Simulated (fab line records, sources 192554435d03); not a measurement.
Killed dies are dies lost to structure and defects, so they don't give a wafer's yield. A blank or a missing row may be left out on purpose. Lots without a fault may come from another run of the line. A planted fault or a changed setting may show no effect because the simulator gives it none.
Split-lot experiment | flow n5_finfet | 7 lots, 21 wafers read, on a route of 1938 steps

THE SPLIT
At N5_BEOL_M5_COAT_74 (time 60 s, resist thk 5 nm), the setting spin_rpm was moved away from the recipe's 1500 rpm on 6 of the 21 wafers read, by -8.7% to +5.3%. The other wafers ran this setting at the recipe's value.

FROM THE SPLIT TO THE READING: what the file shows between them, 5 steps
- N5_BEOL_M5_EXPOSE_25: exposes mask V4, defocus 10 nm (also split here: dose_mj)
- N5_BEOL_M5_PEB_26: peb time 60 s
- N5_BEOL_M5_DEVELOP_27: develop time 30 s
- N5_BEOL_M5_CD_MEAS_28: target cd 30.6 nm, target cd y 20 nm
- N5_BEOL_M5_DESCUM_33: chemistry O2, time 7 s

THE READING
etch.depth_nm (the simulator's own value, which no gauge read), in nm, at N5_BEOL_M5_ETCH_75 (etches underlayer in N2/H2, target depth 6.5 nm, time 5.2 s). The file gives no usual value for it. The 15 wafers here that ran the recipe average 5.002 nm, standard deviation 0.015 nm.

wafer  | tool, chamber at the split | spin_rpm as run, rpm | against the recipe | etch.depth_nm, nm | against lot-mates on the recipe
L075.2 | litho_track-05, 0          | 1500                 | recipe             | 5.015             | -
L075.3 | litho_track-05, 0          | 1500                 | recipe             | 5.019             | -
L075.4 | litho_track-05, 0          | 1500                 | recipe             | 5.016             | -
L077.3 | litho_track-05, 0          | 1500                 | recipe             | 4.994             | -
L077.4 | litho_track-05, 0          | 1377                 | -8.2%              | 5.202             | +0.207
L077.6 | litho_track-05, 0          | 1500                 | recipe             | 4.996             | -
L080.3 | litho_track-05, 0          | 1456                 | -2.9%              | 5.077             | no lot-mate on the recipe
L080.4 | litho_track-05, 0          | 1456                 | -2.9%              | 5.093             | no lot-mate on the recipe
L080.6 | litho_track-05, 0          | 1456                 | -2.9%              | 5.089             | no lot-mate on the recipe
L084.1 | litho_track-01, 0          | 1500                 | recipe             | 4.984             | -
L084.3 | litho_track-01, 0          | 1579                 | +5.3%              | 4.853             | -0.121
L084.5 | litho_track-01, 0          | 1500                 | recipe             | 4.964             | -
L092.1 | litho_track-01, 0          | 1500                 | recipe             | 5.009             | -
L092.3 | litho_track-01, 0          | 1500                 | recipe             | 5.011             | -
L092.6 | litho_track-01, 0          | 1370                 | -8.7%              | 5.223             | +0.213
L095.1 | litho_track-02, 0          | 1500                 | recipe             | 5.001             | -
L095.3 | litho_track-02, 0          | 1500                 | recipe             | 4.997             | -
L095.6 | litho_track-02, 0          | 1500                 | recipe             | 4.999             | -
L096.2 | litho_track-05, 0          | 1500                 | recipe             | 5.021             | -
L096.3 | litho_track-05, 0          | 1500                 | recipe             | 4.993             | -
L096.4 | litho_track-05, 0          | 1500                 | recipe             | 5.012             | -

THE FIT
A straight line over all 21 wafers: etch.depth_nm changes by -0.026 nm for each +1% of spin_rpm; r = -0.98; the points scatter about the line by 0.014 nm.
The same after taking each lot's own level away (the mean of its wafers on the recipe; 18 wafers): -0.0245 nm for each +1%; r = -1.00; scatter 0.0067 nm.
On that fit, the largest move of spin_rpm shifts the reading by 0.21 nm.
The lots' own levels span 4.9740 to 5.0167 nm, that is 2.9 times the standard deviation above.
So the lot-to-lot level changes the slope little: the two slopes agree.
Check: with one of the wafers moved furthest among these (-8.7%) left out of the fit, the line predicts +0.214 nm for it against its lot-mates. It came out at +0.213 nm against them.

OTHER SPLITS ON THESE WAFERS
These wafers also went through other splits before the reading. Each is held against what the fit with the lots' levels taken away leaves over:
other split on the same wafers  | wafers away from the commonest value | r with etch.depth_nm (lot level and that fit taken away)
N5_BEOL_M4_VIA_ETCH_34 source_w | 10                                   | -0.23
N5_BEOL_M5_EXPOSE_25 dose_mj    | 6                                    | -0.22

THE FILE'S OWN FIT
etch.depth_nm changes by -0.0246 nm for each +1% of spin_rpm, r = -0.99.
